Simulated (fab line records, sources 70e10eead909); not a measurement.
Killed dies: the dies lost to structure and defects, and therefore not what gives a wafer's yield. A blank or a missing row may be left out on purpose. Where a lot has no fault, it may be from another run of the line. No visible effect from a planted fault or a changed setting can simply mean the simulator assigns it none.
Matching of chambers ; flow nand-harc ; NHARC_A_STAIRCASE_CMP_450 on cmp-03: 4 sister chambers
The step polishes SiO2, target thk 200 nm. 8 wafers are shown with their chamber, then 8 later ones without.

== WAFERS, EACH WITH ITS CHAMBER ==
wafer;chamber;motor-current-A (A)
L189.6;0;14.1
L193.4;1;11.2
L196.2;3;11.4
L196.4;0;14.8
L197.1;2;12.4
L197.5;1;10.6
L197.6;2;12.4
L201.1;3;11.8

== WAFERS WHOSE CHAMBER IS MISSING ==
wafer;motor-current-A (A)
L201.2;11.3
L201.4;15.1
L200.1;12.6
L200.4;12.9
L200.6;12.6
L204.1;10.9
L204.4;12.9
L204.5;12.1

== WHICH CHAMBER EACH WENT THROUGH ==
wafer;from the rows above;in truth
L201.2;can't be placed: 3 or 1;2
L201.4;0;0
L200.1;2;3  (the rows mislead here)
L200.4;2;2
L200.6;2;2
L204.1;can't be placed: 1 or 3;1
L204.4;2;2
L204.5;can't be placed: 2 or 3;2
Correctly placed: 4 of 8. From these rows, 3 cannot be placed; in 2 the true chamber is one of the candidates. Wrongly placed: 1.
How it was worked out, from the rows above alone: a wafer's distance from a chamber is the root of the sum, over the readings, of the square of ((its reading less the chamber's mean) divided by the reading's scatter). If the next closest chamber is less than 2 further off than the closest, the wafer can't be placed; otherwise it belongs to the closest. For every chamber, the mean is computed from those of its wafers that are shown. The scatter: take each reading less its chamber's mean, square it, sum over the shown wafers, divide by the number of wafers less the number of chambers, and take the root.
